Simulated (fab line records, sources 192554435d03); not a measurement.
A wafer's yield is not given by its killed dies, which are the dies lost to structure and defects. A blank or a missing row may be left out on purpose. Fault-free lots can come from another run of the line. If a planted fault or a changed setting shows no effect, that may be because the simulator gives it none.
Chamber matching + flow n5Finfet + N5_DUMMY_GATE_STRIP_40 on rieDiel-02 has 4 sister chambers
The step strips in CF4. 20 wafers are shown with their chamber, then 10 later ones without.

WAFERS, EACH WITH ITS CHAMBER
| wafer  | chamber | drypumpMotorCurrentA (A) | showerheadPlenumPTorr (Torr) | rfVppV (V) |
|--------|---------|--------------------------|------------------------------|------------|
| L074.1 | 1       | 5.9                      | 1.81                         | 270.4      |
| L074.5 | 2       | 5.3                      | 1.83                         | 273.0      |
| L074.6 | 1       | 5.9                      | 1.81                         | 271.3      |
| L075.2 | 0       | 6.5                      | 1.72                         | 268.2      |
| L075.4 | 2       | 5.2                      | 1.83                         | 272.1      |
| L075.6 | 1       | 5.8                      | 1.80                         | 270.8      |
| L078.3 | 3       | 5.9                      | 1.84                         | 272.7      |
| L078.4 | 3       | 5.9                      | 1.84                         | 271.2      |
| L078.5 | 1       | 5.9                      | 1.80                         | 269.5      |
| L082.1 | 0       | 6.5                      | 1.72                         | 270.1      |
| L082.2 | 1       | 5.9                      | 1.80                         | 269.9      |
| L082.4 | 3       | 5.9                      | 1.83                         | 270.4      |
| L083.1 | 0       | 6.5                      | 1.72                         | 268.4      |
| L083.2 | 1       | 5.9                      | 1.80                         | 270.4      |
| L083.4 | 3       | 5.9                      | 1.83                         | 271.1      |
| L087.1 | 2       | 5.3                      | 1.83                         | 272.4      |
| L087.3 | 1       | 5.9                      | 1.80                         | 270.3      |
| L087.6 | 2       | 5.3                      | 1.83                         | 272.2      |
| L091.3 | 3       | 5.9                      | 1.83                         | 271.5      |
| L091.5 | 0       | 6.5                      | 1.71                         | 268.7      |

SIGNATURES (averages over the wafers above)
| reading               | chamber 0 | chamber 1 | chamber 2 | chamber 3 | scatter within a chamber |
|-----------------------|-----------|-----------|-----------|-----------|--------------------------|
| drypumpMotorCurrentA  | 6.500     | 5.886     | 5.275     | 5.900     | 0.0317                   |
| showerheadPlenumPTorr | 1.7175    | 1.8029    | 1.8300    | 1.8340    | 0.0046                   |
| rfVppV                | 268.850   | 270.371   | 272.425   | 271.380   | 0.687                    |
Rule: for a wafer and a chamber, the distance is found by dividing, reading by reading, the gap between the wafer's reading and the chamber's mean by the reading's scatter, squaring, summing and taking the root. If the next closest chamber is less than 2 further off than the closest, the wafer can't be placed; otherwise it belongs to the closest. How the scatter is found: for the shown wafers, subtract from each reading the mean of its chamber, square and add these, divide the total by (wafers less chambers), then take the root.

WAFERS WHOSE CHAMBER IS MISSING
| wafer  | drypumpMotorCurrentA (A) | showerheadPlenumPTorr (Torr) | rfVppV (V) |
|--------|--------------------------|------------------------------|------------|
| L091.6 | 5.9                      | 1.83                         | 272.6      |
| L092.3 | 5.9                      | 1.83                         | 272.7      |
| L092.4 | 5.3                      | 1.83                         | 270.6      |
| L092.6 | 5.9                      | 1.83                         | 274.6      |
| L093.1 | 5.2                      | 1.83                         | 270.2      |
| L093.2 | 5.9                      | 1.79                         | 271.7      |
| L093.4 | 6.5                      | 1.71                         | 270.7      |
| L096.2 | 5.9                      | 1.79                         | 270.2      |
| L096.3 | 5.9                      | 1.83                         | 270.5      |
| L096.4 | 5.2                      | 1.82                         | 270.8      |

WHICH CHAMBER EACH WENT THROUGH
| wafer  | from the rows above | in truth |
|--------|---------------------|----------|
| L091.6 | 3                   | 3        |
| L092.3 | 3                   | 3        |
| L092.4 | 2                   | 2        |
| L092.6 | 3                   | 3        |
| L093.1 | 2                   | 2        |
| L093.2 | 1                   | 1        |
| L093.4 | 0                   | 0        |
| L096.2 | 1                   | 1        |
| L096.3 | 3                   | 3        |
| L096.4 | 2                   | 2        |
Placed correctly: 10 of 10. Number that these rows cannot place: 0. 0 placed wrongly.
